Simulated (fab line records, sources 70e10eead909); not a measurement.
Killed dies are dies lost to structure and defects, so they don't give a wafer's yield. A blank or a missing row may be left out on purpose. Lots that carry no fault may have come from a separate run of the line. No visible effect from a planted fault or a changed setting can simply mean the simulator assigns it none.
fab line records	flow nand_harc	part 1 of 2: steps 1 to 25 of 33
[record] lots = 5	wafers = 15	last_day = 32
route steps=1302 shown A_STAIRCASE@847
lots with no fault: from the same line, run without faults
start_h: hours from the record's first day to the start of the lot's first wafer shown	wait_h: hours elapsed since this lot's preceding step	" same as the row above	L1.1+2: several wafers, shown together as one row	- no value present, or no start provided	* or withheld: withheld	< > ~ a bound
route shown NAME@n: names a module that has steps shown in the file, with the first one's number in the route	usual: the fault-free wafers' mean and standard deviation	same: alike in all rows	chamber/n: place in a boat	sites: each site's reading	_std_site: standard deviation across them	_edge_site: mean of outer sites minus mean of inner sites	radius_mm: for every site, how far away it sits from the centre of the wafer	mask NAME#n: copy n	behind: the last tool/chamber to shape the wafer	hold: reason for holding the lot/hours on hold/outcome of the hold	device: names the non-switching transistor (n, p or np)	end of line: the same wafers' tests at the end of the route	for a step that has no rows: nothing shown but its recipe	killed: the dies lost at the first sort to structure and to defects; this is not the yield of the wafer	map: the dies of a wafer, with x for killed, . for not killed, _ for no die there
set.NAME: setting as actually run; set.NAME@STEP: the setting as run at that earlier step	model.NAME: the simulator's own value behind a step, which no gauge read
certain route steps with their lots: each step a table, each wafer a row
services: the hour from which a tool's chamber was out of use, counted from the record's first day as start_h (under 0 if before that day), plus the number of hours and why
[[steps]]
[step NHARC_A_STAIRCASE_SRD_421]
lot.wafer	tool	chamber	start_h	wait_h
L077.6+1+4	wet_bench-03	3,4,0	-	-
L082.6+5+3	wet_bench-02	2,4,6	-	-
L086.3+6+4	wet_bench-02	5,0,1	-	-
L087.4+2+5	wet_bench-02	7,2,3	-	-
L095.3+4+1	wet_bench-02	4,6,1	-	-
[step NHARC_A_STAIRCASE_ALD_420]
[recipe] target_thk_a = 200	pulse_time_s = 6	ald_cycles = 200	temp_c = 300	material = SiO2
[usual] heater_power_w = 472/67	precursor_pulse_height_rel = 0.999/0.018
[same] ald_cycles = 200
lot.wafer	tool	chamber	start_h	wait_h	heater_power_w	precursor_pulse_height_rel
L077.1	ald_hk-03	1	418.39	-	450	1.028
L077.4	"	0	"	"	420	1.016
L077.6	"	1	"	"	451	1.004
L082.3	ald_hk-02	3	494.07	-	463	1.022
L082.5	"	2	"	"	457	0.984
L082.6	"	3	"	"	467	0.990
L086.4	ald_hk-02	1	510.29	-	431	0.990
L086.3	"	2	"	"	458	0.982
L086.6	"	2	"	"	454	1.000
L087.2	ald_hk-01	3	530.06	-	402	1.017
L087.4	"	2	"	"	572	0.998
L087.5	"	3	"	"	427	0.977
L095.4	ald_hk-01	2	594.58	-	599	0.993
L095.1	"	3	"	"	418	1.025
L095.3	"	0	"	"	427	1.024
[step NHARC_A_STAIRCASE_CVD_552]
[recipe] target_thk_a = 400	temp_c = 700	pressure_mtorr = 300	material = SiNx
[usual] spike_tc_upper_C = 699.8/1.5
lot.wafer	tool	chamber	start_h	wait_h	spike_tc_upper_C
L077.1	lpcvd-01	0	-	-	700.6
L077.4	"	0	"	"	698.4
L077.6	"	0	"	"	699.1
L082.3	lpcvd-01	0	-	-	700.8
L082.5	"	0	"	"	701.9
L082.6	"	0	"	"	702.5
L086.3	lpcvd-02	0	-	-	699.5
L086.4	"	0	"	"	699.8
L086.6	"	0	"	"	701.0
L087.2	lpcvd-01	1	-	-	700.7
L087.4	"	1	"	"	698.9
L087.5	"	1	"	"	700.0
L095.1	lpcvd-01	1	-	-	699.8
L095.3	"	1	"	"	698.7
L095.4	"	1	"	"	697.6
[step NHARC_A_STAIRCASE_DEP_151]
[recipe] target_thk_a = 72000	temp_c = 400	target_thk_nm = 7200	teos_flow_sccm = 200	rf_w = 500	material = SiO2
[usual] heater_power_w = 674/110
lot.wafer	tool	chamber	start_h	wait_h	heater_power_w
L077.1	pecvd-03	0	426.51	0.4	504
L077.6	"	1	"	"	652
L077.4	"	2	"	"	517
L082.3	pecvd-02	2	502.13	0.5	906
L082.6	"	2	"	"	776
L082.5	"	0	"	"	702
L086.3	pecvd-03	0	518.67	0.6	566
L086.4	"	1	"	"	644
L086.6	"	2	"	"	541
L087.2	pecvd-04	2	538.41	0.6	805
L087.5	"	1	"	"	677
L087.4	"	2	"	"	657
L095.3	pecvd-04	0	602.16	0.8	741
L095.1	"	1	"	"	817
L095.4	"	0	"	"	694
[step NHARC_A_STAIRCASE_ANNEAL_320]
[recipe] temp_c = 750	time_s = 1800
[usual] spike_tc_upper_C = 749.6/1.1
lot.wafer	tool	chamber	start_h	wait_h	spike_tc_upper_C
L077.1	furnace-03	0	431.26	-	751.4
L077.4	"	0	"	"	748.9
L077.6	"	0	"	"	751.2
L082.3	furnace-08	0	506.60	-	750.1
L082.5	"	0	"	"	751.9
L082.6	"	0	"	"	750.9
L086.3	furnace-03	0	527.17	-	749.5
L086.4	"	0	"	"	750.2
L086.6	"	0	"	"	750.5
L087.2	furnace-05	0	542.18	-	748.4
L087.4	"	0	"	"	747.7
L087.5	"	0	"	"	749.8
L095.1	furnace-05	0	606.55	-	749.1
L095.3	"	0	"	"	749.4
L095.4	"	0	"	"	746.9
[step NHARC_A_STAIRCASE_DEP_322]
[recipe] target_thk_a = 72000	temp_c = 400	target_thk_nm = 7200	teos_flow_sccm = 200	rf_w = 500	material = SiO2
[usual] heater_power_w = 699/110
lot.wafer	tool	chamber	start_h	wait_h	heater_power_w
L077.1	pecvd-02	0	434.86	0.3	866
L077.4	"	1	"	"	683
L077.6	"	0	"	"	686
L082.3	pecvd-02	1	510.19	0.3	736
L082.6	"	2	"	"	789
L082.5	"	0	"	"	708
L086.3	pecvd-02	0	530.56	0.1	764
L086.6	"	0	"	"	685
L086.4	"	1	"	"	679
L087.2	pecvd-04	2	545.52	0.1	800
L087.5	"	0	"	"	686
L087.4	"	1	"	"	704
L095.3	pecvd-04	0	609.93	0.1	806
L095.1	"	2	"	"	796
L095.4	"	1	"	"	697
[step NHARC_A_STAIRCASE_ANNEAL_323]
[recipe] temp_c = 750	time_s = 1800
[usual] spike_tc_upper_C = 749.7/1.2
lot.wafer	tool	chamber	start_h	wait_h	spike_tc_upper_C
L077.1	furnace-05	0	439.92	-	747.5
L077.4	"	0	"	"	748.3
L077.6	"	0	"	"	746.9
L082.3	furnace-08	0	514.45	-	749.4
L082.5	"	0	"	"	750.1
L082.6	"	0	"	"	751.2
L086.3	furnace-05	0	535.28	-	746.7
L086.4	"	0	"	"	750.4
L086.6	"	0	"	"	748.2
L087.2	furnace-03	0	551.94	-	748.4
L087.4	"	0	"	"	751.1
L087.5	"	0	"	"	751.1
L095.1	furnace-05	0	614.38	-	748.6
L095.3	"	0	"	"	748.5
L095.4	"	0	"	"	749.8
[step NHARC_A_STAIRCASE_DEP_325]
[recipe] target_thk_a = 72000	temp_c = 400	target_thk_nm = 7200	teos_flow_sccm = 200	rf_w = 500	material = SiO2
[usual] heater_power_w = 700/110
lot.wafer	tool	chamber	start_h	wait_h	heater_power_w
L077.1	pecvd-03	2	443.29	0.1	639
L077.4	"	2	"	"	533
L077.6	"	1	"	"	651
L082.3	pecvd-04	2	518.00	0.3	686
L082.5	"	1	"	"	688
L082.6	"	2	"	"	661
L086.3	pecvd-03	2	538.73	0.2	607
L086.4	"	1	"	"	648
L086.6	"	2	"	"	524
L087.2	pecvd-04	1	555.67	0.4	847
L087.5	"	1	"	"	718
L087.4	"	0	"	"	682
L095.3	pecvd-04	0	617.74	0.1	846
L095.1	"	1	"	"	829
L095.4	"	2	"	"	660
[step NHARC_A_STAIRCASE_ANNEAL_326]
[recipe] temp_c = 750	time_s = 1800
[usual] spike_tc_upper_C = 749.8/1.2
lot.wafer	tool	chamber	start_h	wait_h	spike_tc_upper_C
L077.1	furnace-05	0	447.90	-	748.0
L077.4	"	0	"	"	749.8
L077.6	"	0	"	"	746.8
L082.3	furnace-08	0	525.44	-	749.6
L082.5	"	0	"	"	751.0
L082.6	"	0	"	"	749.0
L086.3	furnace-05	0	545.09	-	749.2
L086.4	"	0	"	"	749.3
L086.6	"	0	"	"	747.0
L087.2	furnace-08	0	561.54	-	752.4
L087.4	"	0	"	"	751.3
L087.5	"	0	"	"	751.0
L095.1	furnace-08	0	623.50	-	749.2
L095.3	"	0	"	"	750.3
L095.4	"	0	"	"	751.5
[step NHARC_A_STAIRCASE_DEHYDRATE_433]
[recipe] temp_c = 150	time_s = 120
[usual] exhaust_pa = 44.9/0.79
lot.wafer	tool	chamber	start_h	wait_h	exhaust_pa
L077.1	litho_track-05	0	451.29	0.1	43.9
L077.4	"	0	"	"	44.2
L077.6	"	0	"	"	44.9
L082.3	litho_track-05	0	528.78	0.1	45.8
L082.5	"	0	"	"	45.4
L082.6	"	0	"	"	46.0
L086.3	litho_track-05	0	548.48	0.1	44.3
L086.4	"	0	"	"	44.9
L086.6	"	0	"	"	46.7
L087.2	litho_track-07	0	564.91	0.1	43.1
L087.4	"	0	"	"	45.2
L087.5	"	0	"	"	44.3
L095.1	litho_track-05	0	626.84	0.1	45.1
L095.3	"	0	"	"	46.1
L095.4	"	0	"	"	46.2
[step NHARC_A_STAIRCASE_HMDS_434]
[recipe] time_s = 30
[usual] exhaust_pa = 45.0/0.85
lot.wafer	tool	chamber	start_h	wait_h	exhaust_pa
L077.1	litho_track-05	0	-	-	46.6
L077.4	"	0	"	"	46.1
L077.6	"	0	"	"	45.5
L082.3	litho_track-05	0	-	-	44.7
L082.5	"	0	"	"	46.1
L082.6	"	0	"	"	45.5
L086.3	litho_track-05	0	-	-	45.5
L086.4	"	0	"	"	45.6
L086.6	"	0	"	"	44.0
L087.2	litho_track-07	0	-	-	44.8
L087.4	"	0	"	"	45.9
L087.5	"	0	"	"	44.3
L095.1	litho_track-05	0	-	-	45.5
L095.3	"	0	"	"	45.3
L095.4	"	0	"	"	44.3
[step NHARC_A_STAIRCASE_COAT_435]
[recipe] spin_rpm = 1200
[usual] exhaust_pa = 45.1/0.83
lot.wafer	tool	chamber	start_h	wait_h	exhaust_pa
L077.1	litho_track-05	0	-	-	44.5
L077.4	"	0	"	"	44.7
L077.6	"	0	"	"	44.6
L082.3	litho_track-05	0	-	-	44.5
L082.5	"	0	"	"	46.0
L082.6	"	0	"	"	44.4
L086.3	litho_track-05	0	-	-	46.9
L086.4	"	0	"	"	45.3
L086.6	"	0	"	"	45.7
L087.2	litho_track-07	0	-	-	45.0
L087.4	"	0	"	"	44.2
L087.5	"	0	"	"	44.3
L095.1	litho_track-05	0	-	-	45.0
L095.3	"	0	"	"	45.0
L095.4	"	0	"	"	43.8
[step NHARC_A_STAIRCASE_SOFTBAKE_436]
[recipe] temp_c = 135	time_s = 170
[usual] exhaust_pa = 44.9/0.86
lot.wafer	tool	chamber	start_h	wait_h	exhaust_pa
L077.1	litho_track-05	0	-	-	45.2
L077.4	"	0	"	"	45.8
L077.6	"	0	"	"	45.7
L082.3	litho_track-05	0	-	-	43.2
L082.5	"	0	"	"	44.2
L082.6	"	0	"	"	43.7
L086.3	litho_track-05	0	-	-	44.1
L086.4	"	0	"	"	45.6
L086.6	"	0	"	"	44.6
L087.2	litho_track-07	0	-	-	44.2
L087.4	"	0	"	"	44.9
L087.5	"	0	"	"	44.9
L095.1	litho_track-05	0	-	-	45.5
L095.3	"	0	"	"	44.7
L095.4	"	0	"	"	45.0
[step NHARC_A_STAIRCASE_EBR_437]
[usual] exhaust_pa = 44.7/0.9
lot.wafer	tool	chamber	start_h	wait_h	exhaust_pa
L077.1	litho_track-05	0	-	-	46.5
L077.4	"	0	"	"	46.6
L077.6	"	0	"	"	45.6
L082.3	litho_track-05	0	-	-	44.7
L082.5	"	0	"	"	43.5
L082.6	"	0	"	"	45.1
L086.3	litho_track-05	0	-	-	46.0
L086.4	"	0	"	"	44.9
L086.6	"	0	"	"	43.8
L087.2	litho_track-07	0	-	-	42.8
L087.4	"	0	"	"	42.2
L087.5	"	0	"	"	43.8
L095.1	litho_track-05	0	-	-	44.8
L095.3	"	0	"	"	44.4
L095.4	"	0	"	"	44.7
[step NHARC_A_STAIRCASE_EXPOSE_438]
[recipe] na = 0.5	dose_mj = 28.97	mask_id = STAIR_REV
lot.wafer	tool	chamber	start_h	wait_h	mask
L077.1+4+6	krf_scanner-02	0	451.63	-	STAIR_REV#0
L082.3+5+6	krf_scanner-02	0	529.00	-	STAIR_REV#0
L086.3+4+6	krf_scanner-04	0	548.82	-	STAIR_REV#0
L087.2+4+5	krf_scanner-02	0	565.24	-	STAIR_REV#0
L095.1+3+4	krf_scanner-02	0	627.21	-	STAIR_REV#0
[step NHARC_A_STAIRCASE_PEB_439]
[recipe] peb_temp_c = 115	peb_time_s = 130
[usual] exhaust_pa = 44.9/0.81
lot.wafer	tool	chamber	start_h	wait_h	exhaust_pa
L077.1	litho_track-05	0	451.69	0.1	45.9
L077.4	"	0	"	"	45.4
L077.6	"	0	"	"	45.8
L082.3	litho_track-02	0	529.06	0.0	42.6
L082.5	"	0	"	"	43.8
L082.6	"	0	"	"	43.6
L086.3	litho_track-05	0	548.88	0.0	43.4
L086.4	"	0	"	"	44.8
L086.6	"	0	"	"	44.2
L087.2	litho_track-07	0	565.30	0.1	45.5
L087.4	"	0	"	"	46.4
L087.5	"	0	"	"	45.6
L095.1	litho_track-05	0	627.29	0.1	45.8
L095.3	"	0	"	"	45.0
L095.4	"	0	"	"	45.7
[step NHARC_A_STAIRCASE_DEVELOP_440]
[recipe] time_s = 140
[usual] exhaust_pa = 45.0/0.91
lot.wafer	tool	chamber	start_h	wait_h	exhaust_pa
L077.1	litho_track-05	0	-	-	43.8
L077.4	"	0	"	"	43.5
L077.6	"	0	"	"	45.1
L082.3	litho_track-02	0	-	-	46.4
L082.5	"	0	"	"	46.0
L082.6	"	0	"	"	45.7
L086.3	litho_track-05	0	-	-	45.0
L086.4	"	0	"	"	44.3
L086.6	"	0	"	"	45.5
L087.2	litho_track-07	0	-	-	45.9
L087.4	"	0	"	"	46.3
L087.5	"	0	"	"	44.5
L095.1	litho_track-05	0	-	-	43.0
L095.3	"	0	"	"	44.6
L095.4	"	0	"	"	45.1
[step NHARC_A_STAIRCASE_HARDBAKE_442]
[recipe] temp_c = 120	time_s = 140
[usual] exhaust_pa = 45.2/0.99
lot.wafer	tool	chamber	start_h	wait_h	exhaust_pa
L077.1	litho_track-07	0	451.91	-	45.8
L077.4	"	0	"	"	46.2
L077.6	"	0	"	"	45.1
L082.3	litho_track-02	0	529.28	-	45.8
L082.5	"	0	"	"	46.5
L082.6	"	0	"	"	45.2
L086.3	litho_track-02	0	549.10	-	45.2
L086.4	"	0	"	"	46.4
L086.6	"	0	"	"	45.8
L087.2	litho_track-05	0	565.53	-	44.0
L087.4	"	0	"	"	43.7
L087.5	"	0	"	"	45.2
L095.1	litho_track-07	0	627.50	-	44.6
L095.3	"	0	"	"	45.3
L095.4	"	0	"	"	44.0
[step NHARC_A_STAIRCASE_DESCUM_443]
[recipe] time_s = 3	o2_flow_sccm = 200	ar_flow_sccm = 0	bias_power_w = 0	chemistry = O2
[usual] drypump_motor_current_A = 5.6/0.4	oes_product_au = 1.003/0.0086	rf_vpp_V = 57.7/0.93	showerhead_plenum_p_Torr = 1.90/0.093	throttle_valve_pct = 11.312/0.009
lot.wafer	tool	chamber	start_h	wait_h	drypump_motor_current_A	oes_product_au	rf_hours_counter_h	rf_vpp_V	showerhead_plenum_p_Torr	throttle_valve_pct
L077.1	rie_diel-05	1	452.00	-	5.3	1.004	13	56.5	1.81	11.306
L077.4	"	2	"	"	6.4	0.992	14	59.6	1.78	11.313
L077.6	"	2	"	"	6.4	0.984	-	58.0	1.78	11.330
L082.3	rie_diel-01	1	529.37	-	6.2	0.991	36	58.8	2.03	11.314
L082.6	"	0	"	"	5.4	1.005	-	58.7	1.91	11.299
L082.5	"	1	"	"	6.2	0.995	-	57.1	2.03	11.312
L086.4	rie_diel-13	0	549.18	-	5.3	0.999	8	57.2	1.78	11.310
L086.3	"	3	"	"	5.7	1.009	6	56.7	1.86	11.319
L086.6	"	0	"	"	5.3	1.003	-	57.2	1.78	11.304
L087.4	rie_diel-13	3	565.61	-	5.7	1.001	15	56.2	1.86	11.320
L087.2	"	2	"	"	5.6	0.994	13	56.0	1.87	11.307
L087.5	"	0	"	"	5.3	0.986	-	56.9	1.78	11.314
L095.4	rie_diel-13	1	627.60	-	5.5	1.001	38	57.5	1.83	11.315
L095.1	"	2	"	"	5.6	1.012	37	56.8	1.86	11.297
L095.3	"	3	"	"	5.7	1.004	41	57.1	1.85	11.308
[step NHARC_A_STAIRCASE_ETCH_444]
[recipe] target_depth_a = 2.04e+05	time_s = 6800	c4f8_flow_sccm = 20	o2_flow_sccm = 10	ar_flow_sccm = withheld	rf_w = 600	bias_w = 1000	chemistry = C4F8/O2
[usual] oes_product_au = 0.937/0.016	rf_vpp_V = 806/5.3
lot.wafer	tool	chamber	start_h	wait_h	oes_product_au	rf_hours_counter_h	rf_vpp_V
L077.4	rie_diel-05	1	452.09	0.1	0.945	14	802
L077.1	"	2	"	"	0.935	15	799
L077.6	"	2	454.44	2.4	0.937	-	798
L082.3	rie_diel-01	2	530.41	1.0	0.933	44	812
L082.5	"	0	"	"	0.939	-	806
L082.6	"	1	"	"	0.930	-	813
L086.4	rie_diel-13	3	549.27	0.1	0.978	7	804
L086.3	"	2	550.69	1.5	0.985	7	805
L086.6	"	0	"	"	0.968	-	800
L087.4	rie_diel-13	3	566.17	0.5	0.961	16	804
L087.2	"	0	"	"	0.942	18	800
L087.5	"	3	568.04	2.4	0.957	-	804
L095.4	rie_diel-13	2	627.68	0.1	0.931	38	804
L095.1	"	3	"	"	0.929	42	804
L095.3	"	0	"	"	0.921	43	799
[step NHARC_A_STAIRCASE_STRIP_446]
[recipe] power_w = 1500	temp_c = 250	chemistry = O2
[usual] drypump_motor_current_A = 6.0/0.4	heater_power_w = 339/24
lot.wafer	tool	chamber	start_h	wait_h	drypump_motor_current_A	heater_power_w	rf_hours_counter_h
L077.1	plasma_asher-01	1	456.51	0.1	5.3	351	22
L077.4	"	1	"	"	5.3	353	-
L077.6	"	1	"	"	5.3	354	-
L082.3	plasma_asher-01	1	534.01	0.2	5.3	364	-
L082.6	"	0	"	"	6.3	347	-
L082.5	"	1	"	"	5.3	351	-
L086.4	plasma_asher-02	1	553.75	0.1	6.2	349	-
L086.3	"	0	"	"	5.9	296	-
L086.6	"	1	"	"	6.2	347	-
L087.2	plasma_asher-02	1	570.06	0.0	6.2	358	27
L087.4	"	1	"	"	6.3	357	-
L087.5	"	1	"	"	6.3	355	-
L095.1	plasma_asher-02	0	632.13	0.1	5.9	294	4
L095.3	"	1	"	"	6.2	353	-
L095.4	"	0	"	"	6.0	301	-
[step NHARC_A_STAIRCASE_STRIP_447]
[recipe] time_s = 900	temp_c = 130	chemistry = SPM
[usual] bath_guard_temp_C = 130.3/0.56
lot.wafer	tool	chamber	start_h	wait_h	bath_guard_temp_C
L077.6	wet_bench-02	5	456.83	0.1	130.3
L077.1	"	6	"	"	130.2
L077.4	"	7	"	"	130.3
L082.6	wet_bench-03	4	534.23	0.1	130.2
L082.3	"	7	"	"	130.5
L082.5	"	0	"	"	129.1
L086.6	wet_bench-03	2	554.03	0.1	130.3
L086.4	"	3	"	"	131.1
L086.3	"	4	"	"	130.4
L087.4	wet_bench-02	2	570.42	0.2	130.0
L087.5	"	3	"	"	129.9
L087.2	"	5	"	"	130.3
L095.4	wet_bench-09	3	632.44	0.2	131.0
L095.1	"	5	"	"	130.7
L095.3	"	6	"	"	131.0
[step NHARC_A_STAIRCASE_PRECLEAN_448]
[recipe] time_s = *	temp_c = 50	bath_age_min = 0	chemistry = SC1
[usual] bath_guard_temp_C = 50.3/0.58	h2o2_flow_mL_min = 56.58/0.15
lot.wafer	tool	chamber	start_h	wait_h	bath_guard_temp_C	h2o2_flow_mL_min
L077.6	wet_bench-02	5	-	-	50.5	56.57
L077.1	"	6	"	"	50.2	56.73
L077.4	"	7	"	"	50.0	56.70
L082.6	wet_bench-03	4	-	-	50.8	56.35
L082.3	"	7	"	"	50.5	56.78
L082.5	"	0	"	"	49.2	56.88
L086.6	wet_bench-03	2	-	-	50.4	56.75
L086.4	"	3	"	"	51.3	56.84
L086.3	"	4	"	"	50.1	56.40
L087.4	wet_bench-02	2	-	-	50.1	56.55
L087.5	"	3	"	"	49.4	56.29
L087.2	"	5	"	"	50.2	56.86
L095.4	wet_bench-09	3	-	-	50.9	56.64
L095.1	"	5	"	"	51.0	56.70
L095.3	"	6	"	"	51.1	56.49
[step NHARC_A_STAIRCASE_SRD_449]
lot.wafer	tool	chamber	start_h	wait_h
L077.6+1+4	wet_bench-02	5,6,7	-	-
L082.6+3+5	wet_bench-03	4,7,0	-	-
L086.6+4+3	wet_bench-03	2,3,4	-	-
L087.4+5+2	wet_bench-02	2,3,5	-	-
L095.4+1+3	wet_bench-09	3,5,6	-	-
[step NHARC_A_STAIRCASE_CMP_450]
[recipe] target_thk_nm = 200	material = SiO2
[usual] motor_current_A = 11.9/1.5	retaining_ring_pressure_frac = 1.000/0.005	slurry_filter_dp_kPa = 13.49/0.14	slurry_flow_ml_min = 149.9/0.46
lot.wafer	tool	chamber	start_h	wait_h	motor_current_A	retaining_ring_pressure_frac	slurry_filter_dp_kPa	slurry_flow_ml_min
L077.4	cmp-01	3	457.27	-	14.5	1.000	13.29	150.2
L077.1	"	1	"	"	13.8	0.999	13.44	149.6
L077.6	"	2	"	"	9.8	0.988	13.42	149.8
L082.3	cmp-01	1	534.71	-	12.5	1.000	13.40	150.1
L082.5	"	3	"	"	14.4	1.008	13.46	151.1
L082.6	"	0	"	"	13.0	1.002	13.35	149.5
L086.3	cmp-01	2	554.46	-	10.7	0.990	13.41	150.3
L086.4	"	0	"	"	12.2	0.998	13.38	150.0
L086.6	"	3	"	"	15.0	1.011	13.49	148.7
L087.4	cmp-03	3	570.85	-	10.4	0.993	13.59	150.2
L087.2	"	2	"	"	10.9	0.998	13.35	150.4
L087.5	"	3	"	"	10.6	0.998	13.36	149.2
L095.3	cmp-03	0	632.88	-	10.9	0.999	13.24	150.1
L095.4	"	1	"	"	11.6	0.997	13.64	150.0
L095.1	"	3	"	"	10.4	0.998	13.71	150.3
